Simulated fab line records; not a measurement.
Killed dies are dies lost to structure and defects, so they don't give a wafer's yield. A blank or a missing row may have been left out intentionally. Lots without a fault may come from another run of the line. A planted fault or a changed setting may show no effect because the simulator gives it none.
Matching of chambers    flow nand_harc    NHARC_P_GATE_DESCUM_31 on rie_diel-08 has 4 sister chambers
The step chemistry O2, time 3 s. 8 wafers are shown with their chamber, then 8 later ones without.

== EACH WAFER AND ITS CHAMBER ==
wafer   chamber  drypump_motor_current_A (A)  oes_product_au (a.u.)
L967.4  0        6.3                          1.016
L970.1  3        6.2                          0.998
L970.3  0        6.3                          1.013
L973.2  3        6.2                          0.989
L973.4  2        4.9                          0.986
L974.2  2        4.9                          0.993
L974.6  1        6.2                          0.985
L976.1  1        6.1                          0.992

== WAFERS WHOSE CHAMBER IS MISSING ==
wafer   drypump_motor_current_A (A)  oes_product_au (a.u.)
L976.3  6.2                          1.002
L976.4  6.3                          1.013
L987.1  4.9                          0.991
L987.3  6.1                          0.984
L987.5  4.9                          0.997
L988.2  4.9                          0.992
L988.4  6.2                          1.002
L988.5  6.1                          0.976

== THE CHAMBER EACH PASSED THROUGH ==
wafer   from the rows above      in truth
L976.3  can't be placed: 3 or 1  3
L976.4  0                        0
L987.1  2                        2
L987.3  can't be placed: 1 or 3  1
L987.5  2                        2
L988.2  2                        2
L988.4  can't be placed: 3 or 1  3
L988.5  can't be placed: 1 or 3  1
Correct placement for 4 of the 8. These rows do not allow placing 4 (true chamber among the candidates in 4). 0 placed wrongly.
How it was worked out, from the rows above alone: a wafer's distance from a chamber is the root of the sum, over the readings, of the square of ((its reading less the chamber's mean) divided by the reading's scatter). The wafer belongs to the nearest chamber; if the next one is less than 2 further off, it can't be placed. The mean given for a chamber averages the wafers shown for that chamber. The scatter is the square root of a quotient: the sum, over the shown wafers, of each reading's squared deviation from its chamber's mean, divided by wafers minus chambers.
